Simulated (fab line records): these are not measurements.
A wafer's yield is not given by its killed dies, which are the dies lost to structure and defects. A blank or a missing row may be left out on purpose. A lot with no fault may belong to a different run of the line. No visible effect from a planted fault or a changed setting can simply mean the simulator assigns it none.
fab line records + flow n5-finfet
record:
- lots: 9
- wafers: 27
- last-day: 17
route steps=1938 shown HKMG_FIN@457 GATE_CUT@470 BEOL_M4@1111 PASSIVATION@1936
lots untouched by any fault: they come from a run of this same line in which no faults occurred
start-h: hours from the record's opening day to when the first of the lot's shown wafers began + wait-h: time in hours since the lot's previous step + " repeats the value in the row above + L1.1+2: one row covering several wafers at once + - no value, or no start given + * or withheld: withheld + < > ~ a bound
route shown NAME@n: a module of which the file shows steps, and the number in the route of the first + usual: average and standard deviation across the fault-free wafers + same: alike in all rows + chamber/n: place in a boat + sites: per-site readings + _std_site: how widely they spread, as a standard deviation + _edge_site: inner sites' mean taken away from outer sites' mean + radius-mm: how far each site lies from the wafer's centre + mask NAME#n: copy n + behind: tool/chamber where the wafer was last shaped + hold: cause of the lot's hold/its duration in hours/its outcome + device: names the non-switching transistor (n, p or np) + end of line: the tests these same wafers got at the end of their route + step lacking rows: just its recipe + killed: dies lost to structure and defects at the first sort, not the wafer's yield + map: a wafer's dies, x killed, . not, _ none there
set.NAME: the setting the step ran with; set.NAME@STEP: the setting that earlier step ran with + model.NAME: the simulator's own value behind a step, which no gauge read
steps of the route over a sample of lots; a table a step, a row a wafer
services: a tool's chamber out of use, with start hour (start-h, from the record's first day; less than 0 if before it), hours out, and reason
== steps ==
step: N5_HKMG_FIN_ALD_72
recipe:
- material: W
- target-thk-a: 20
- temp-c: 300
- pressure-torr: 7.5
- ald-precursor-family: WF6
- ald-co-reactant: B2H6
- pulse-time-s: 1
- purge-time-s: 2
- co-reactant-purge-time-s: 2
- co-reactant-pulse-time-s: 3
- ald-cycles: 7
usual:
- chamber-pressure-Torr: 7.498/0.016
- heater-power-w: 478/31
- precursor-pulse-height-rel: 1.000/0.019
same:
- pulse-time-s: 1
- purge-time-s: 2
| lot.wafer | tool     | chamber | start-h | wait-h | chamber-pressure-Torr | heater-power-w | precursor-pulse-height-rel |
|-----------|----------|---------|---------|--------|-----------------------|----------------|----------------------------|
| L464.1    | cvd-w-02 | 0       | 80.30   | 0.2    | 7.488                 | 439            | 1.008                      |
| L464.2    | "        | 1       | "       | "      | 7.490                 | 471            | 1.001                      |
| L464.3    | "        | 1       | "       | "      | 7.481                 | 456            | 0.999                      |
| L468.1    | cvd-w-01 | 0       | 107.00  | 0.2    | 7.508                 | 532            | 1.021                      |
| L468.2    | "        | 1       | "       | "      | 7.471                 | 477            | 1.023                      |
| L468.3    | "        | 1       | "       | "      | 7.493                 | 497            | 1.003                      |
| L469.1    | cvd-w-02 | 0       | 117.43  | 0.2    | 7.495                 | 445            | 0.997                      |
| L469.2    | "        | 1       | "       | "      | 7.512                 | 454            | 0.992                      |
| L469.3    | "        | 0       | "       | "      | 7.490                 | 455            | 0.981                      |
| L470.2    | cvd-w-01 | 1       | 118.68  | 0.2    | 7.503                 | 481            | 1.024                      |
| L470.5    | "        | 0       | "       | "      | 7.509                 | 533            | 0.957                      |
| L470.6    | "        | 1       | "       | "      | 7.506                 | 489            | 0.987                      |
| L472.2    | cvd-w-01 | 1       | 129.81  | 0.2    | 7.520                 | 486            | 1.033                      |
| L472.5    | "        | 0       | "       | "      | 7.494                 | 537            | 1.017                      |
| L472.6    | "        | 1       | "       | "      | 7.510                 | 486            | 1.012                      |
| L473.1    | cvd-w-02 | 0       | 136.00  | 0.2    | 7.489                 | 437            | 0.984                      |
| L473.3    | "        | 1       | "       | "      | 7.488                 | 455            | 1.006                      |
| L473.5    | "        | 0       | "       | "      | 7.472                 | 450            | 0.985                      |
| L477.3    | cvd-w-02 | 0       | 158.15  | 0.2    | 7.512                 | 442            | 0.987                      |
| L477.5    | "        | 1       | "       | "      | 7.503                 | 461            | 1.043                      |
| L477.6    | "        | 0       | "       | "      | 7.469                 | 458            | 1.031                      |
| L478.1    | cvd-w-01 | 1       | 166.12  | 0.2    | 7.520                 | 489            | 0.989                      |
| L478.3    | "        | 1       | "       | "      | 7.501                 | 496            | 0.987                      |
| L478.4    | "        | 0       | "       | "      | 7.478                 | 508            | 0.998                      |
| L487.3    | cvd-w-01 | 0       | 217.68  | 0.2    | 7.502                 | 535            | 1.004                      |
| L487.4    | "        | 1       | "       | "      | 7.480                 | 480            | 0.972                      |
| L487.5    | "        | 0       | "       | "      | 7.535                 | 536            | 1.027                      |
step: N5_HKMG_FIN_CMP_94
recipe:
- stop-on: SiNx
- post-cmp-clean: w-dilute-nh4oh
- t-overpolish-s: 4.7
- down-force-psi: 4
- platen-rpm: 50.289
- pad-velocity-m-s: 1.0006
- target-thk-nm: 43.299
usual:
- motor-current-A: 11.7/1.5
| lot.wafer | tool   | chamber | start-h | wait-h | motor-current-A |
|-----------|--------|---------|---------|--------|-----------------|
| L464.2    | cmp-01 | 3       | 80.98   | 0.3    | 10.5            |
| L464.1    | "      | 0       | "       | "      | 14.7            |
| L464.3    | "      | 1       | "       | "      | 9.6             |
| L468.3    | cmp-03 | 1       | 107.69  | 0.3    | 11.3            |
| L468.2    | "      | 2       | "       | "      | 13.5            |
| L468.1    | "      | 3       | "       | "      | 12.1            |
| L469.2    | cmp-03 | 3       | 118.08  | 0.4    | 11.6            |
| L469.3    | "      | 0       | "       | "      | 10.5            |
| L469.1    | "      | 2       | "       | "      | 13.2            |
| L470.2    | cmp-04 | 0       | 119.39  | 0.3    | 11.4            |
| L470.5    | "      | 2       | "       | "      | 13.8            |
| L470.6    | "      | 3       | "       | "      | 11.6            |
| L472.2    | cmp-04 | 2       | 130.48  | 0.4    | 13.9            |
| L472.5    | "      | 2       | "       | "      | 13.7            |
| L472.6    | "      | 3       | "       | "      | 11.7            |
| L473.3    | cmp-04 | 2       | 136.65  | 0.4    | 15.0            |
| L473.1    | "      | 1       | "       | "      | 10.7            |
| L473.5    | "      | 2       | "       | "      | 14.0            |
| L477.3    | cmp-04 | 1       | 158.83  | 0.3    | 10.0            |
| L477.6    | "      | 3       | "       | "      | 11.4            |
| L477.5    | "      | 0       | "       | "      | 11.6            |
| L478.3    | cmp-04 | 0       | 166.80  | 0.3    | 11.2            |
| L478.1    | "      | 1       | "       | "      | 10.1            |
| L478.4    | "      | 2       | "       | "      | 13.8            |
| L487.3    | cmp-01 | 2       | 218.34  | 0.3    | 12.5            |
| L487.4    | "      | 0       | "       | "      | 14.3            |
| L487.5    | "      | 2       | "       | "      | 13.2            |
step: N5_GATE_CUT_STRIP_59
recipe:
- chemistry: N2/H2
- time-s: 20
- power-w: 100
- temp-c: 40
- pressure-mtorr: 100
- rf-frequency-hz: 6e+07
- bias-power-w: 3
- n2-flow-sccm: 300
- h2-flow-sccm: 300
usual:
- drypump-motor-current-A: 5.6/0.41
- oes-product-au: 0.79/0.087
- rf-vpp-V: 45.5/0.86
- showerhead-plenum-p-Torr: 3.40/0.1
- throttle-valve-pct: 12.1/0.3
| lot.wafer | tool        | chamber | start-h | wait-h | drypump-motor-current-A | oes-product-au | rf-hours-counter-h | rf-vpp-V | showerhead-plenum-p-Torr | throttle-valve-pct |
|-----------|-------------|---------|---------|--------|-------------------------|----------------|--------------------|----------|--------------------------|--------------------|
| L464.1    | rie-diel-03 | 1       | 81.64   | 0.1    | 5.4                     | 0.84           | 76                 | 45.3     | 3.41                     | 11.9               |
| L464.2    | "           | 3       | "       | "      | 5.4                     | 0.73           | 164                | 44.8     | 3.36                     | 12.2               |
| L464.3    | "           | 2       | "       | "      | 4.8                     | 0.69           | 230                | 46.9     | 3.47                     | 12.5               |
| L468.1    | rie-diel-03 | 0       | 108.35  | 0.1    | 5.6                     | 0.83           | 74                 | 46.4     | 3.42                     | 12.1               |
| L468.2    | "           | 3       | "       | "      | 5.3                     | 0.72           | 172                | 45.4     | 3.36                     | 12.2               |
| L468.3    | "           | 2       | "       | "      | 4.8                     | 0.69           | 239                | 44.9     | 3.47                     | 12.5               |
| L469.1    | rie-diel-02 | 2       | 118.74  | 0.1    | 5.2                     | 0.78           | 144                | 44.5     | 3.38                     | 12.3               |
| L469.2    | "           | 3       | "       | "      | 5.8                     | 0.76           | 156                | 44.5     | 3.50                     | 12.1               |
| L469.3    | "           | 0       | "       | "      | 5.9                     | 0.98           | 10                 | 46.8     | 3.58                     | 11.5               |
| L470.2    | rie-diel-05 | 3       | 120.00  | 0.1    | 5.5                     | 0.77           | 145                | 46.1     | 3.25                     | 12.3               |
| L470.5    | "           | 0       | "       | "      | 6.4                     | 0.69           | -                  | 44.9     | 3.34                     | 12.6               |
| L470.6    | "           | 3       | "       | "      | 5.5                     | 0.77           | -                  | 45.0     | 3.25                     | 12.3               |
| L472.2    | rie-diel-05 | 0       | 131.14  | 0.1    | 6.5                     | 0.69           | 218                | 44.3     | 3.34                     | 12.6               |
| L472.5    | "           | 0       | "       | "      | 6.4                     | 0.69           | -                  | 45.1     | 3.34                     | 12.6               |
| L472.6    | "           | 3       | "       | "      | 5.5                     | 0.77           | -                  | 44.8     | 3.25                     | 12.3               |
| L473.1    | rie-diel-03 | 2       | 137.31  | 0.1    | 4.8                     | 0.68           | 247                | 45.6     | 3.46                     | 12.6               |
| L473.3    | "           | 3       | "       | "      | 5.4                     | 0.71           | 180                | 45.1     | 3.35                     | 12.2               |
| L473.5    | "           | 3       | "       | "      | 5.4                     | 0.71           | -                  | 44.7     | 3.35                     | 12.2               |
| L477.3    | rie-diel-05 | 0       | 159.43  | 0.1    | 6.4                     | 0.68           | 226                | 44.6     | 3.33                     | 12.6               |
| L477.5    | "           | 3       | "       | "      | 5.5                     | 0.76           | -                  | 45.7     | 3.25                     | 12.3               |
| L477.6    | "           | 2       | "       | "      | 6.4                     | 0.70           | -                  | 46.4     | 3.21                     | 12.6               |
| L478.1    | rie-diel-02 | 3       | 167.47  | 0.1    | 5.8                     | 0.74           | 170                | 46.1     | 3.49                     | 12.2               |
| L478.3    | "           | 0       | "       | "      | 5.9                     | 0.93           | 26                 | 44.6     | 3.57                     | 11.5               |
| L478.4    | "           | 2       | "       | "      | 5.2                     | 0.77           | 158                | 45.7     | 3.38                     | 12.4               |
| L487.3    | rie-diel-05 | 1       | 218.97  | 0.1    | 5.0                     | 0.70           | 218                | 46.2     | 3.47                     | 12.3               |
| L487.4    | "           | 1       | "       | "      | 5.0                     | 0.70           | -                  | 44.2     | 3.47                     | 12.3               |
| L487.5    | "           | 3       | "       | "      | 5.5                     | 0.75           | -                  | 45.6     | 3.24                     | 12.4               |
step: N5_GATE_CUT_COAT_27
recipe:
- resist: underlayer
- temp-c: 205
- time-s: 60
- spin-rpm: 1500
- resist-thk-nm: 10
usual:
- spin-speed-rpm: 1499.9/0.88
| lot.wafer | tool           | chamber | start-h | wait-h | spin-speed-rpm |
|-----------|----------------|---------|---------|--------|----------------|
| L464.1    | litho-track-03 | 0       | 84.53   | -      | 1498.9         |
| L464.2    | "              | 0       | "       | "      | 1499.1         |
| L464.3    | "              | 0       | "       | "      | 1498.7         |
| L468.1    | litho-track-01 | 0       | 111.24  | -      | 1498.3         |
| L468.2    | "              | 0       | "       | "      | 1501.3         |
| L468.3    | "              | 0       | "       | "      | 1501.1         |
| L469.1    | litho-track-05 | 0       | 121.63  | -      | 1500.5         |
| L469.2    | "              | 0       | "       | "      | 1500.5         |
| L469.3    | "              | 0       | "       | "      | 1500.5         |
| L470.2    | litho-track-05 | 0       | 123.14  | -      | 1500.2         |
| L470.5    | "              | 0       | "       | "      | 1500.0         |
| L470.6    | "              | 0       | "       | "      | 1498.7         |
| L472.2    | litho-track-05 | 0       | 134.02  | -      | 1499.3         |
| L472.5    | "              | 0       | "       | "      | 1499.0         |
| L472.6    | "              | 0       | "       | "      | 1499.1         |
| L473.1    | litho-track-01 | 0       | 140.19  | -      | 1499.4         |
| L473.3    | "              | 0       | "       | "      | 1498.3         |
| L473.5    | "              | 0       | "       | "      | 1499.5         |
| L477.3    | litho-track-05 | 0       | 162.48  | -      | 1583.1         |
| L477.5    | "              | 0       | "       | "      | 1584.8         |
| L477.6    | "              | 0       | "       | "      | 1583.3         |
| L478.1    | litho-track-05 | 0       | 170.36  | -      | 1584.4         |
| L478.3    | "              | 0       | "       | "      | 1585.1         |
| L478.4    | "              | 0       | "       | "      | 1585.7         |
| L487.3    | litho-track-01 | 0       | 221.88  | -      | 1500.2         |
| L487.4    | "              | 0       | "       | "      | 1499.3         |
| L487.5    | "              | 0       | "       | "      | 1498.6         |
step: N5_GATE_CUT_ETCH_28
recipe:
- chemistry: N2/H2
- target: underlayer
- target-depth-a: 130
- mask-material: CAR-EUV
- time-s: 10.4
- ion-energy-ev: 200
- pressure-mtorr: 30
- source-w: 840
- bias-w: 150
- n2-flow-sccm: 200
- h2-flow-sccm: 200
- ends: cleared
usual:
- drypump-motor-current-A: 5.6/0.42
- etch-rf-on-time-s: 10.35/0.11
- oes-product-au: 0.68/0.067
- rf-vpp-V: 525.0/2.2
- showerhead-plenum-p-Torr: 2.57/0.074
- throttle-valve-pct: 17.76/0.28
| lot.wafer | tool        | chamber | start-h | wait-h | drypump-motor-current-A | etch-rf-on-time-s | oes-product-au | rf-hours-counter-h | rf-vpp-V | showerhead-plenum-p-Torr | throttle-valve-pct |
|-----------|-------------|---------|---------|--------|-------------------------|-------------------|----------------|--------------------|----------|--------------------------|--------------------|
| L464.1    | rie-diel-02 | 3       | 84.95   | 0.0    | 5.8                     | 10.28             | 0.66           | 145                | 527.9    | 2.64                     | 17.69              |
| L464.2    | "           | 2       | "       | "      | 5.2                     | 10.24             | 0.67           | 133                | 525.7    | 2.55                     | 17.99              |
| L464.3    | "           | 1       | "       | "      | 5.4                     | 10.24             | 0.80           | 6                  | 526.1    | 2.60                     | 17.54              |
| L468.1    | rie-diel-05 | 1       | 111.66  | 0.0    | 5.0                     | 10.64             | 0.62           | 185                | 526.2    | 2.63                     | 17.75              |
| L468.2    | "           | 2       | "       | "      | 6.3                     | 10.47             | 0.60           | 194                | 522.1    | 2.42                     | 18.14              |
| L468.3    | "           | 3       | "       | "      | 5.5                     | 10.29             | 0.66           | 142                | 520.7    | 2.45                     | 17.96              |
| L469.1    | rie-diel-02 | 2       | 122.41  | 0.0    | 5.2                     | 10.16             | 0.67           | 146                | 523.4    | 2.55                     | 18.01              |
| L469.2    | "           | 0       | "       | "      | 5.9                     | 10.34             | 0.81           | 11                 | 527.8    | 2.70                     | 17.16              |
| L469.3    | "           | 3       | "       | "      | 5.8                     | 10.27             | 0.65           | 158                | 525.6    | 2.64                     | 17.71              |
| L470.2    | rie-diel-02 | 0       | 123.56  | 0.0    | 5.9                     | 10.34             | 0.81           | 11                 | 528.1    | 2.70                     | 17.16              |
| L470.5    | "           | 1       | "       | "      | 5.4                     | 10.23             | 0.77           | -                  | 525.7    | 2.60                     | 17.53              |
| L470.6    | "           | 0       | "       | "      | 5.9                     | 10.16             | 0.81           | -                  | 527.5    | 2.70                     | 17.16              |
| L472.2    | rie-diel-03 | 2       | 134.57  | 0.0    | 4.8                     | 10.50             | 0.58           | 246                | 525.9    | 2.61                     | 18.11              |
| L472.5    | "           | 1       | "       | "      | 5.4                     | 10.23             | 0.70           | -                  | 525.3    | 2.56                     | 17.60              |
| L472.6    | "           | 0       | "       | "      | 5.5                     | 10.39             | 0.70           | -                  | 525.5    | 2.57                     | 17.77              |
| L473.1    | rie-diel-05 | 1       | 140.68  | 0.0    | 5.0                     | 10.53             | 0.62           | 193                | 527.3    | 2.63                     | 17.76              |
| L473.3    | "           | 0       | "       | "      | 6.4                     | 10.38             | 0.59           | 221                | 523.9    | 2.51                     | 18.15              |
| L473.5    | "           | 1       | "       | "      | 5.0                     | 10.57             | 0.62           | -                  | 525.9    | 2.63                     | 17.76              |
| L477.3    | rie-diel-02 | 0       | 163.02  | 0.0    | 5.9                     | 9.98              | 0.79           | 23                 | 529.3    | 2.70                     | 17.19              |
| L477.5    | "           | 3       | "       | "      | 5.7                     | 9.98              | 0.64           | -                  | 526.8    | 2.63                     | 17.73              |
| L477.6    | "           | 2       | "       | "      | 5.2                     | 10.03             | 0.66           | -                  | 523.5    | 2.54                     | 18.02              |
| L478.1    | rie-diel-02 | 0       | 170.78  | 0.0    | 5.9                     | 9.86              | 0.80           | 26                 | 529.3    | 2.70                     | 17.20              |
| L478.3    | "           | 1       | "       | "      | 5.4                     | 9.98              | 0.75           | 31                 | 526.4    | 2.59                     | 17.57              |
| L478.4    | "           | 3       | "       | "      | 5.7                     | 10.00             | 0.64           | 171                | 525.7    | 2.63                     | 17.74              |
| L487.3    | rie-diel-02 | 1       | 222.31  | 0.0    | 5.4                     | 10.54             | 0.72           | 47                 | 525.4    | 2.58                     | 17.60              |
| L487.4    | "           | 0       | "       | "      | 5.9                     | 10.50             | 0.76           | 42                 | 528.3    | 2.69                     | 17.22              |
| L487.5    | "           | 1       | "       | "      | 5.4                     | 10.38             | 0.72           | -                  | 525.3    | 2.58                     | 17.60              |
step: N5_BEOL_M4_RC_MEAS_101
usual:
- DIBL_N: 36.4/1.5
- DIBL_P: 36.6/1.9
- IOFF_N: 0.155/0.021
- IOFF_P: 0.211/0.028
- ION_N: 671/8.6
- ION_P: 462/5.8
- SS_N: 71.5/0.5
- SS_P: 73.4/0.58
- VT_N: 250.1/2.4
- VT_P: -250.1/3
| lot.wafer | tool      | chamber | start-h | wait-h | DIBL_N[mV/V] | DIBL_P[mV/V] | IOFF_N[nA/um] | IOFF_P[nA/um] | ION_N[uA/um] | ION_P[uA/um] | SS_N[mV/dec] | SS_P[mV/dec] | VT_N[mV] | VT_P[mV] |
|-----------|-----------|---------|---------|--------|--------------|--------------|---------------|---------------|--------------|--------------|--------------|--------------|----------|----------|
| L464.1    | prober-02 | 0       | 167.86  | 0.0    | 35.7         | 35.0         | 0.134         | 0.193         | 674          | 457          | 71.2         | 72.5         | 250.6    | -250.8   |
| L464.2    | "         | 0       | "       | "      | 35.3         | 35.4         | 0.138         | 0.200         | 667          | 464          | 71.4         | 72.0         | 248.9    | -251.9   |
| L464.3    | "         | 0       | "       | "      | 35.8         | 34.5         | 0.142         | 0.189         | 685          | 461          | 71.5         | 72.8         | 250.2    | -252.8   |
| L468.1    | prober-02 | 0       | 186.99  | 0.0    | 35.9         | 35.7         | 0.146         | 0.173         | 668          | 450          | 71.1         | 73.6         | 250.3    | -254.6   |
| L468.2    | "         | 0       | "       | "      | 34.8         | 34.6         | 0.130         | 0.158         | 665          | 448          | 70.9         | 73.4         | 251.9    | -256.9   |
| L468.3    | "         | 0       | "       | "      | 36.2         | 35.7         | 0.145         | 0.171         | 664          | 456          | 70.9         | 73.4         | 248.6    | -255.1   |
| L469.1    | prober-01 | 0       | 190.62  | 0.0    | 34.9         | 34.8         | 0.137         | 0.224         | 657          | 464          | 70.6         | 72.8         | 254.1    | -246.3   |
| L469.2    | "         | 0       | "       | "      | 34.0         | 33.9         | 0.129         | 0.204         | 661          | 463          | 70.9         | 72.6         | 256.0    | -251.0   |
| L469.3    | "         | 0       | "       | "      | 33.9         | 33.5         | 0.126         | 0.202         | 660          | 466          | 71.0         | 72.7         | 249.6    | -251.1   |
| L470.2    | prober-02 | 0       | 207.85  | 0.2    | 36.5         | 36.7         | 0.155         | 0.208         | 673          | 460          | 71.6         | 73.4         | 250.9    | -250.0   |
| L470.5    | "         | 0       | "       | "      | 34.8         | 33.9         | 0.126         | 0.179         | 664          | 459          | 71.2         | 72.0         | 250.4    | -253.1   |
| L470.6    | "         | 0       | "       | "      | 36.1         | 36.1         | 0.144         | 0.205         | 669          | 462          | 71.3         | 73.7         | 252.1    | -252.4   |
| L472.2    | prober-01 | 0       | 214.80  | 0.2    | 35.8         | 36.1         | 0.159         | 0.205         | 677          | 461          | 71.3         | 73.3         | 249.3    | -251.5   |
| L472.5    | "         | 0       | "       | "      | 37.2         | 38.0         | 0.187         | 0.236         | 683          | 462          | 71.7         | 73.5         | 245.6    | -248.7   |
| L472.6    | "         | 0       | "       | "      | 34.7         | 35.6         | 0.134         | 0.195         | 658          | 456          | 70.5         | 73.3         | 251.4    | -252.2   |
| L473.1    | prober-02 | 0       | 224.30  | 0.0    | 37.3         | 36.8         | 0.157         | 0.208         | 676          | 460          | 71.5         | 73.1         | 250.6    | -246.9   |
| L473.3    | "         | 0       | "       | "      | 36.9         | 34.5         | 0.142         | 0.175         | 670          | 454          | 71.5         | 72.3         | 249.8    | -251.8   |
| L473.5    | "         | 0       | "       | "      | 38.4         | 37.2         | 0.170         | 0.222         | 679          | 466          | 71.0         | 73.1         | 250.6    | -248.8   |
| L478.1    | prober-02 | 0       | 244.49  | 0.0    | 36.9         | 36.7         | 0.175         | 0.236         | 675          | 459          | 70.7         | 73.8         | 246.6    | -248.5   |
| L478.3    | "         | 0       | "       | "      | 36.0         | 35.0         | 0.158         | 0.202         | 670          | 460          | 71.4         | 73.5         | 248.5    | -249.7   |
| L478.4    | "         | 0       | "       | "      | 34.8         | 33.6         | 0.136         | 0.183         | 655          | 455          | 71.3         | 72.8         | 252.5    | -252.3   |
| L477.3    | prober-01 | 0       | 244.51  | 0.3    | 36.8         | 35.7         | 0.153         | 0.200         | 669          | 461          | 71.3         | 73.3         | 250.2    | -250.9   |
| L477.5    | "         | 0       | "       | "      | 36.4         | 34.3         | 0.132         | 0.178         | 669          | 457          | 71.5         | 72.7         | 254.0    | -251.9   |
| L477.6    | "         | 0       | "       | "      | 37.2         | 35.9         | 0.162         | 0.203         | 672          | 461          | 72.4         | 72.8         | 247.5    | -250.6   |
| L487.3    | prober-02 | 0       | 308.56  | 0.3    | 37.5         | 37.3         | 0.160         | 0.168         | 675          | 452          | 72.1         | 73.6         | 248.8    | -257.4   |
| L487.4    | "         | 0       | "       | "      | 36.8         | 37.3         | 0.155         | 0.173         | 675          | 458          | 70.9         | 73.6         | 248.2    | -256.5   |
| L487.5    | "         | 0       | "       | "      | 38.2         | 38.1         | 0.175         | 0.183         | 691          | 461          | 71.8         | 73.1         | 247.3    | -256.1   |
step: N5_PASSIVATION_PROBE_49
usual:
- defect-limited-yield: 91.5/1.4
- killed_at_M0_to_M3: 33/10
- killed_at_M4_up: 13/5
- killed-at-contacts: 13/5.6
- killed-at-front-end: 38/12
- killed-at-other: 3.9/2.7
- killed-dies: 100/16
- killed-on-rim: 13/4
- killed-open: 66/13
- killed-short: 32/7.2
- sort_bin_5_function: 5.0/0.97
- sort_bin_6_memory: 3.2/0.61
- sort-n-pass: 1080/16
- sort-yield-pct: 91.5/1.4
same:
- gross-dies: 1180
- killed-at-back-side: 0
- sort_bin_4_leakage[%]: 0
- sort_bin_8_speed[%]: 0
| lot.wafer | tool      | chamber | start-h | wait-h | defect-limited-yield[%] | killed_at_M0_to_M3 | killed_at_M4_up | killed-at-contacts | killed-at-front-end | killed-at-other | killed-dies | killed-on-rim | killed-open | killed-short | sort_bin_5_function[%] | sort_bin_6_memory[%] | sort-n-pass | sort-yield-pct[%] |
|-----------|-----------|---------|---------|--------|-------------------------|--------------------|-----------------|--------------------|---------------------|-----------------|-------------|---------------|-------------|--------------|------------------------|----------------------|-------------|-------------------|
| L464.1    | prober-02 | -       | 273.11  | 0.0    | 92.0                    | 21                 | 13              | 6                  | 48                  | 6               | 94          | 12            | 66          | 27           | 5.0                    | 2.8                  | 1086        | 92.0              |
| L464.2    | prober-02 | -       | 273.16  | 0.1    | 92.4                    | 15                 | 13              | 32                 | 25                  | 5               | 90          | 12            | 69          | 20           | 4.7                    | 2.7                  | 1090        | 92.4              |
| L464.3    | prober-02 | -       | 273.21  | 0.1    | 92.3                    | 19                 | 9               | 19                 | 36                  | 8               | 91          | 14            | 58          | 31           | 4.2                    | 3.1                  | 1089        | 92.3              |
| L478.1    | prober-01 | -       | 346.67  | 0.0    | 91.7                    | 44                 | 7               | 8                  | 37                  | 2               | 98          | 17            | 60          | 38           | 4.7                    | 3.3                  | 1082        | 91.7              |
| L478.3    | prober-01 | -       | 346.77  | 0.1    | 91.0                    | 39                 | 10              | 16                 | 37                  | 4               | 106         | 18            | 79          | 27           | 5.9                    | 2.8                  | 1074        | 91.0              |
| L478.4    | prober-01 | -       | 346.82  | 0.2    | 92.8                    | 25                 | 10              | 6                  | 42                  | 2               | 85          | 11            | 63          | 22           | 3.6                    | 3.6                  | 1095        | 92.8              |
killed by level:class
L464.1 STI_FIN_REVEAL:geometric-particle:open=22 BEOL_M0_SAQP:geometric-particle:open=9 FIN_SAQP:geometric-particle:open=8 BEOL_M4:geometric-particle:open=5 MOL_CONTACT_COAG:geometric-particle:open=4 BEOL_M2:geometric-particle:open=4 PAD_METAL:geometric-particle:short=4 ILD0:geometric-particle:open=3
L464.2 MOL_CONTACT_COAG:geometric-particle:open=25 STI_FIN_REVEAL:geometric-particle:open=8 MOL_CONTACT_COAG:geometric-particle:short=7 FIN_SAQP:geometric-particle:open=5 BEOL_M4:geometric-particle:open=5 DUMMY_GATE:geometric-particle:open=4 BEOL_M0_SAQP:geometric-particle:short=3 BEOL_M0_SAQP:geometric-particle:open=3
L464.3 STI_FIN_REVEAL:geometric-particle:open=13 MOL_CONTACT_COAG:geometric-particle:open=11 MOL_CONTACT_COAG:geometric-particle:short=8 BEOL_M0_SAQP:geometric-particle:open=7 PAD_METAL:geometric-particle:short=6 FIN_SAQP:geometric-particle:open=5 BEOL_M2:geometric-particle:open=4 STARTING-WAFER:geometric-particle:short=4
L478.1 BEOL_M0_SAQP:geometric-particle:short=15 STI_FIN_REVEAL:geometric-particle:open=13 BEOL_M0_SAQP:geometric-particle:open=13 GATE_CUT:geometric-particle:short=8 FIN_SAQP:geometric-particle:short=6 MOL_CONTACT_COAG:geometric-particle:open=6 BEOL_M3:geometric-particle:open=5 FIN_SAQP:geometric-particle:open=4
L478.3 MOL_CONTACT_COAG:geometric-particle:open=16 BEOL_M3:geometric-particle:open=12 STI_FIN_REVEAL:geometric-particle:open=9 DUMMY_GATE:geometric-particle:open=8 BEOL_M0_SAQP:geometric-particle:open=8 BEOL_M0_SAQP:geometric-particle:short=6 STARTING-WAFER:geometric-particle:short=5 BEOL_M2:geometric-particle:open=4
L478.4 STI_FIN_REVEAL:geometric-particle:open=23 MOL_CONTACT_COAG:geometric-particle:open=6 BEOL_M0_SAQP:geometric-particle:short=6 BEOL_M1:geometric-particle:open=5 BEOL_M4:geometric-particle:open=4 BEOL_M0_SAQP:geometric-particle:open=4 BEOL_M3:geometric-particle:open=4 DUMMY_GATE:geometric-particle:open=3
== services ==
| tool        | chamber | start-h | hours | kind   |
|-------------|---------|---------|-------|--------|
| cmp-04      | -       | 59.52   | 4.0   | pm     |
| cmp-01      | -       | 59.61   | 1.4   | repair |
| rie-diel-02 | 0       | 66.60   | -     | clean  |
| rie-diel-03 | 1       | 71.18   | 4.8   | repair |
| cmp-03      | -       | 78.90   | 0.4   | repair |
| rie-diel-05 | 1       | 79.88   | 4.9   | repair |
| cmp-03      | -       | 80.51   | 8.9   | pm     |
| cmp-03      | -       | 98.57   | 2.3   | repair |
| cmp-04      | -       | 103.67  | 1.1   | repair |
| rie-diel-02 | 1       | 110.06  | 6.0   | repair |
| cmp-04      | -       | 111.69  | 1.2   | repair |
| cmp-01      | -       | 113.35  | 4.6   | pm     |
| cmp-01      | -       | 128.92  | 2.1   | repair |
| rie-diel-03 | -       | 130.92  | 0.7   | repair |
| rie-diel-02 | -       | 140.34  | 0.4   | repair |
| cvd-w-02    | 1       | 143.08  | 2.1   | repair |
| rie-diel-03 | 1       | 149.89  | 4.6   | repair |
| cmp-01      | -       | 153.57  | 2.0   | repair |
| cmp-03      | -       | 183.79  | 20.6  | pm     |
| cvd-w-01    | 0       | 191.42  | 10.5  | repair |
| cmp-03      | -       | 204.75  | 0.8   | repair |
| cmp-01      | -       | 213.82  | 4.0   | pm     |
| rie-diel-05 | 0       | 215.24  | 3.8   | repair |
| cmp-04      | -       | 217.47  | 0.5   | repair |
== key ==
first-sign:
- step: N5_GATE_CUT_COAT_27
- reading: spin-speed-rpm
- direction: up
- sigmas: 96
- usual: *
- struck: *
effect:
- step: N5_GATE_CUT_ETCH_28
- reading: etch-rf-on-time-s
- direction: down
- sigmas: 3.4
- usual: *
- struck: *
met-at N5_GATE_CUT_COAT_27
struck-lots L477,L478
not-acting-at N5_HKMG_FIN_ALD_72,N5_HKMG_FIN_CMP_94,N5_GATE_CUT_STRIP_59
onset-between 134.02 162.48
fault:
- kind: process-parameter-drift
- tool: litho-track-05
- chamber: -
- onset-h: 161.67
- steps: N5_GATE_CUT_COAT_27
- channel: spin-rpm
- offset: *
- shape: step
- end-h: 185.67
- acts-in: *
- stated: *
